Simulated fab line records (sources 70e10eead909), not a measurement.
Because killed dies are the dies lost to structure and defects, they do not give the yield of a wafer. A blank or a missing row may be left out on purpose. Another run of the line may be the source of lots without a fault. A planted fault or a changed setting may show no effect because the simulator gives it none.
Matching of chambers	flow nandHarc	NHARC_A_SLIT_DEP_23 on pecvd-03: 3 sister chambers
The step deposits SiON, target thk 100 nm. 6 wafers are shown with their chamber, then 10 later ones without.

## WAFERS, EACH WITH ITS CHAMBER
wafer	chamber	showerheadVppV (V)	heaterPowerW (W)
L082.6	1	1050	573
L085.1	1	1028	720
L085.4	0	1164	846
L085.6	2	1174	826
L084.1	2	1162	786
L084.2	0	1135	860

## WAFERS WITHOUT THEIR CHAMBER
wafer	showerheadVppV (V)	heaterPowerW (W)
L084.5	1153	793
L086.1	1164	830
L086.5	1170	833
L086.6	1041	679
L090.4	1169	832
L090.5	1135	860
L090.6	1042	648
L093.1	1036	688
L093.3	1174	846
L093.4	1033	690

## THE CHAMBER EACH PASSED THROUGH
wafer	from the rows above	in truth
L084.5	can't be placed: 2 or 0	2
L086.1	can't be placed: 2 or 0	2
L086.5	can't be placed: 2 or 0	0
L086.6	1	1
L090.4	can't be placed: 2 or 0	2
L090.5	can't be placed: 0 or 2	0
L090.6	1	1
L093.1	1	1
L093.3	can't be placed: 2 or 0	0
L093.4	1	1
Correctly placed: 4 of 10. Cannot be placed on the basis of these rows: 6; the candidates contain the true chamber in 6. Wrongly placed: 0.
How it was worked out, from the rows above alone: a wafer's distance from a chamber is the root of the sum, over the readings, of the square of ((its reading less the chamber's mean) divided by the reading's scatter). If the next closest chamber is less than 2 further off than the closest, the wafer can't be placed; otherwise it belongs to the closest. A chamber's mean is the mean of its shown wafers. The scatter is the square root of a quotient: the sum, over the shown wafers, of each reading's squared deviation from its chamber's mean, divided by wafers minus chambers.
